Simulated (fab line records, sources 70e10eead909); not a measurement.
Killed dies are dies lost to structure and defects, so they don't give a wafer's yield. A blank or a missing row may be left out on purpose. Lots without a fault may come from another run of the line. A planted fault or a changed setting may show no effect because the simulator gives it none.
Chamber matching | flow nand_harc | NHARC_P_CONTACT_DESCUM_17 on rie_diel-05: 4 sister chambers
The step chemistry O2, time 3 s. 16 wafers are shown with their chamber, then 8 later ones without.

WAFERS WITH THEIR CHAMBER
wafer  | chamber | oes_product_au (a.u.) | throttle_valve_pct (%) | o2_flow_sccm (sccm)
L077.1 | 3       | 1.000                 | 11.321                 | 200.1
L077.2 | 1       | 0.993                 | 11.318                 | 199.8
L077.6 | 2       | 1.002                 | 11.297                 | 199.3
L082.1 | 2       | 0.992                 | 11.321                 | 200.5
L082.4 | 1       | 1.009                 | 11.322                 | 200.5
L082.5 | 2       | 0.987                 | 11.317                 | 200.3
L083.1 | 0       | 0.987                 | 11.300                 | 200.0
L083.3 | 2       | 0.992                 | 11.308                 | 199.0
L083.5 | 0       | 0.986                 | 11.306                 | 200.9
L084.1 | 1       | 1.013                 | 11.320                 | 200.5
L084.3 | 1       | 1.009                 | 11.304                 | 200.5
L084.5 | 1       | 1.010                 | 11.298                 | 201.1
L087.1 | 1       | 1.006                 | 11.304                 | 200.5
L087.2 | 2       | 1.026                 | 11.298                 | 200.1
L087.6 | 2       | 1.021                 | 11.296                 | 200.0
L088.1 | 2       | 1.029                 | 11.301                 | 199.8

SIGNATURES (means of the wafers above)
reading            | chamber 0 | chamber 1 | chamber 2 | chamber 3 | scatter within a chamber
oes_product_au     | 0.98650   | 1.00667   | 1.00700   | 1.00000   | 0.0134
throttle_valve_pct | 11.30300  | 11.31100  | 11.30543  | 11.32100  | 0.00981
o2_flow_sccm       | 200.450   | 200.483   | 199.857   | 200.100   | 0.499
Rule: a wafer's distance from a chamber is the root of the sum, over the readings, of the square of ((its reading less the chamber's mean) divided by the reading's scatter). The wafer belongs to the nearest chamber; if the next one is less than 2 further off, it can't be placed. The scatter: the root of (the sum of the squares of (reading less its chamber's mean) over the shown wafers, divided by (wafers less chambers)).

WAFERS WITHOUT THEIR CHAMBER
wafer  | oes_product_au (a.u.) | throttle_valve_pct (%) | o2_flow_sccm (sccm)
L088.3 | 0.998                 | 11.306                 | 200.8
L088.5 | 1.036                 | 11.315                 | 200.0
L094.1 | 1.040                 | 11.314                 | 201.0
L094.4 | 1.009                 | 11.293                 | 199.4
L094.5 | 1.033                 | 11.316                 | 199.9
L096.1 | 1.009                 | 11.315                 | 200.4
L096.4 | 0.997                 | 11.308                 | 199.1
L096.6 | 1.027                 | 11.303                 | 200.5

WHICH CHAMBER EACH WENT THROUGH
wafer  | from the rows above               | in truth
L088.3 | can't be placed: 1 or 0 or 2 or 3 | 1
L088.5 | can't be placed: 2 or 1 or 3 or 0 | 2
L094.1 | can't be placed: 1 or 2 or 3 or 0 | 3
L094.4 | can't be placed: 2 or 1 or 0 or 3 | 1
L094.5 | can't be placed: 2 or 1 or 3 or 0 | 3
L096.1 | can't be placed: 1 or 3 or 2 or 0 | 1
L096.4 | can't be placed: 2 or 3 or 0 or 1 | 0
L096.6 | can't be placed: 1 or 2 or 3 or 0 | 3
Placed correctly: 0 of 8. Can't be placed from these rows: 8 (the true chamber is among the candidates in 8). Placed wrongly: 0.
